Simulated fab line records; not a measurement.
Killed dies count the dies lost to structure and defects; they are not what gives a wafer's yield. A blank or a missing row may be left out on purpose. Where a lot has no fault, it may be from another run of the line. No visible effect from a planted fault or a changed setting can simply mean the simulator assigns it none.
Struck lot and sound lot, side by side :: flow n5Finfet :: 40 out of 1938 route steps
Sound: these wafers, L227.1, L227.3, L227.5. The struck wafers were L230.4, L230.5, L230.6. The cause is given at the end.
Each step with rows lists, per side, the tool, then ch with its chambers, then its first start. Under that, the readings that differ: sound wafers :: struck wafers :: difference of the means :: sigmas: that difference in standard deviations of wafers without a fault.
alike: same words and numbers on both sides, and readings whose means sit less than 2 such deviations apart. not compared: any withheld reading, any reading some wafer has no value for, any bound like >300 that may hide the same value, and any number with overlapping values for which the record gives no deviation.
A row with sigmas, a row that says differs or no value, or rows on one side alone: a step with any of these is where the two part. Numbers that don't overlap but have no deviation are shown without sigmas and don't part them. A reading that every wafer of one side lacks parts them only if that side has two wafers or more.

first, 2 steps without rows for these wafers: N5_MOL_CONTACT_COAG_ETCH_110 (etches Si in CF4/O2, target depth 2.5 nm, time 8 s); N5_MOL_CONTACT_COAG_STRIP_98 (strips in N2/H2).
N5_MOL_CONTACT_COAG_CD_MEAS_99: the cd target is 17.2 nm.
  sound: cdSem-01 at day 7 12:01; struck: cdSem-01 at day 8 01:40
  alike: cdNm
then, 4 steps without rows for these wafers: N5_MOL_CONTACT_COAG_IMPLANT_129; N5_MOL_CONTACT_COAG_PRECLEAN_111 (cleans in NF3:NH3, afs cycles 1, time 20 s, sublimation time 60 s); N5_MOL_CONTACT_COAG_TI_SIL_19 (material Ti, target thk 4.2 nm, time 15 s); N5_MOL_CONTACT_COAG_ALD_20 (deposits TiN, target thk 1.5 nm, pulse time 1 s, purge time 3 s).
N5_MOL_CONTACT_COAG_SIL_ANNEAL_21: time 60 s.
  sound on rtpAnneal-01 ch 0, day 7 14:26; struck on rtpAnneal-02 ch 0, day 8 03:34
reading: lampPowerPct (%)
sound: 6.870 6.868 6.862
struck: 6.828 6.828 6.828
difference: -0.039
sigmas: -2
  alike: lamp_zone_6_pct, wafer_temp_C_max
then, 2 steps without rows for these wafers: N5_MOL_CONTACT_COAG_PRE_CLEAN_141 (time 60 s); N5_MOL_CONTACT_COAG_SPUTTER_143 (material Co, target thk 2.5 nm).
N5_MOL_CONTACT_COAG_CO_FILL_22: material Co, precursor CCTBA/H2, target thk 20 nm.
  sound on cvdCo-02 ch 0,1,2, day 7 15:13; struck on cvdCo-01 ch 0,1,2, day 8 04:41
  alike: heaterPowerW
N5_MOL_CONTACT_COAG_ANNEAL_113: time 300 s.
  sound on rtpAnneal-02 ch 0, day 7 15:55; struck on rtpAnneal-02 ch 0, day 8 05:36
  alike: lampPowerPct, lamp_zone_6_pct, wafer_temp_C_max
N5_MOL_CONTACT_COAG_PRE_CLEAN_142: time 60 s.
  sound: pvdSputter-03 at day 7 19:26; struck: pvdSputter-02 at day 8 06:59
  alike: heaterPowerW
then, 8 steps without rows for these wafers: N5_MOL_CONTACT_COAG_SPUTTER_130 (material Co, target thk 47.5 nm); N5_MOL_CONTACT_COAG_PRECLEAN_125 (cleans in DIW, time 57.5 s); N5_MOL_CONTACT_COAG_SRD_126 (dry time 32 s); N5_MOL_CONTACT_COAG_CMP_23 (polishes, stops on SiO2, t overpolish 1.5 s, target thk 0 nm); N5_MOL_CONTACT_COAG_WET_ETCH_26 (target Co, target depth 13 nm); N5_MOL_CONTACT_COAG_WET_ETCH_116 (etches the open film in SC1-inhibited, target depth 4.6 nm, rinse time 30 s); N5_MOL_CONTACT_COAG_ALD_27 (deposits SiOC, target thk 17 nm, pulse time 1.5 s, time 2720 s); N5_MOL_CONTACT_COAG_CMP_28 (polishes, stops on SiNx, t overpolish 0.85 s, target thk 14.522 nm).
N5_MOL_CONTACT_COAG_THK_MEAS_29:
  sound: filmMetro-01 at day 7 22:27; struck: filmMetro-02 at day 8 09:57
  alike: MD_CAP_THK
N5_MOL_CONTACT_COAG_ALD_123: deposits SiNx, target thk 5 nm, pulse time 1 s, purge time 2 s.
  sound on aldSin-04 ch 0,1,2, day 7 23:10; struck on aldSin-02 ch 0,2,3, day 8 10:23
  alike: heaterPowerW, precursorPulseHeightRel
then, 10 steps without rows for these wafers: N5_MOL_CONTACT_COAG_PECVD_31 (deposits SiO2 from TEOS/O2, target thk 46 nm, time 8.9 s); N5_MOL_CONTACT_COAG_COAT_75 (time 60 s, resist thk 60 nm); N5_MOL_CONTACT_COAG_COAT_76 (time 60 s, resist thk 10 nm); N5_MOL_CONTACT_COAG_COAT_77 (time 60 s, resist thk 10 nm); N5_MOL_CONTACT_COAG_COAT_78 (resist thk 40 nm); N5_MOL_CONTACT_COAG_EBR_80; N5_MOL_CONTACT_COAG_SOFTBAKE_79 (time 60 s); N5_MOL_CONTACT_COAG_EXPOSE_81 (exposes mask VG, defocus 0 nm); N5_MOL_CONTACT_COAG_PEB_82 (peb time 60 s); N5_MOL_CONTACT_COAG_DEVELOP_83 (develop time 30 s).
N5_MOL_CONTACT_COAG_CD_MEAS_84: the cd target is 25.1 nm.
  sound on cdSem-03 ch 0, day 8 00:08; struck on cdSem-02 ch 0, day 8 11:22
  alike: cdNm
N5_MOL_CONTACT_COAG_OVL_MEAS_85:
  sound on overlay-02 ch 0, day 8 00:10; struck on overlay-02 ch 0, day 8 11:24
  alike: VG_OVL
N5_MOL_CONTACT_COAG_DESCUM_88: chemistry O2, time 7 s.
  sound on rieDiel-01 ch 0,2,3, day 8 00:15; struck on rieDiel-01 ch 0,1,2, day 8 11:28
  alike: drypumpMotorCurrentA, oesProductAu, rfVppV, showerheadPlenumPTorr, throttleValvePct
  not compared: rfHoursCounterH
then, 3 steps without rows for these wafers: N5_MOL_CONTACT_COAG_ETCH_89 (etches underlayer in N2/H2, target depth 13 nm, time 10.4 s); N5_MOL_CONTACT_COAG_ETCH_90 (etches SiARC in CF4, target depth 13 nm, time 21.7 s); N5_MOL_CONTACT_COAG_ALD_131 (deposits SiO2, target thk 5 nm, pulse time 1 s, co reactant pulse time 1 s).
-- here the record skips 8 days between the struck wafers' starts before and after, leaving off in module MOL_CONTACT_COAG and picking up in module PASSIVATION (first step shown: number 1936 of the route) --
N5_PASSIVATION_PROBE_49:
  the record has rows for the struck wafers here (prober-02, day 16 14:11) and none for the sound ones

WHERE THEY PART
Earliest at N5_MOL_CONTACT_COAG_SIL_ANNEAL_21; latest, in this record, at N5_PASSIVATION_PROBE_49.

WHY: what the simulator had put in
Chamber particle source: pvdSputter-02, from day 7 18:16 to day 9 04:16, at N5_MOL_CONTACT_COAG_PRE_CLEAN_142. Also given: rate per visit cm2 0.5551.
